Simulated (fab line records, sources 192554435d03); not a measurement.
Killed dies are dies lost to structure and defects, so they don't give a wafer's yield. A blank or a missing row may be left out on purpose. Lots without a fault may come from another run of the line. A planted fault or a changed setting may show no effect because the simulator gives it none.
Chamber matching | flow n5_finfet | N5_PASSIVATION_PECVD_01 on pecvd-04: 3 sister chambers
The step deposits SiNx from SiH4/NH3/N2, target thk 200 nm, time 43.2 s. 6 wafers are shown with their chamber, then 7 later ones without.

WAFERS WITH THEIR CHAMBER
wafer  | chamber | throttle_valve_pct (%) | showerhead_plenum_p_Torr (Torr)
L619.5 | 2       | 26.0                   | 8.80
L622.2 | 1       | 31.9                   | 8.64
L622.3 | 2       | 25.8                   | 8.81
L622.4 | 0       | 28.9                   | 8.59
L631.1 | 1       | 31.9                   | 8.65
L631.2 | 0       | 29.1                   | 8.60

WAFERS WITHOUT THEIR CHAMBER
wafer  | throttle_valve_pct (%) | showerhead_plenum_p_Torr (Torr)
L631.4 | 31.9                   | 8.65
L634.1 | 28.8                   | 8.60
L634.2 | 26.4                   | 8.80
L634.6 | 26.1                   | 8.82
L636.1 | 31.7                   | 8.66
L636.2 | 29.0                   | 8.61
L636.5 | 29.2                   | 8.61

WHICH CHAMBER EACH WENT THROUGH
wafer  | from the rows above | in truth
L631.4 | 1                   | 1
L634.1 | 0                   | 0
L634.2 | 2                   | 2
L634.6 | 2                   | 2
L636.1 | 1                   | 1
L636.2 | 0                   | 0
L636.5 | 0                   | 0
Placed correctly: 7 of 7. Can't be placed from these rows: 0. Placed wrongly: 0.
How it was worked out, from the rows above alone: a wafer's distance from a chamber is the root of the sum, over the readings, of the square of ((its reading less the chamber's mean) divided by the reading's scatter). The wafer belongs to the nearest chamber; if the next one is less than 2 further off, it can't be placed. A chamber's mean is the mean of its shown wafers. The scatter: the root of (the sum of the squares of (reading less its chamber's mean) over the shown wafers, divided by (wafers less chambers)).
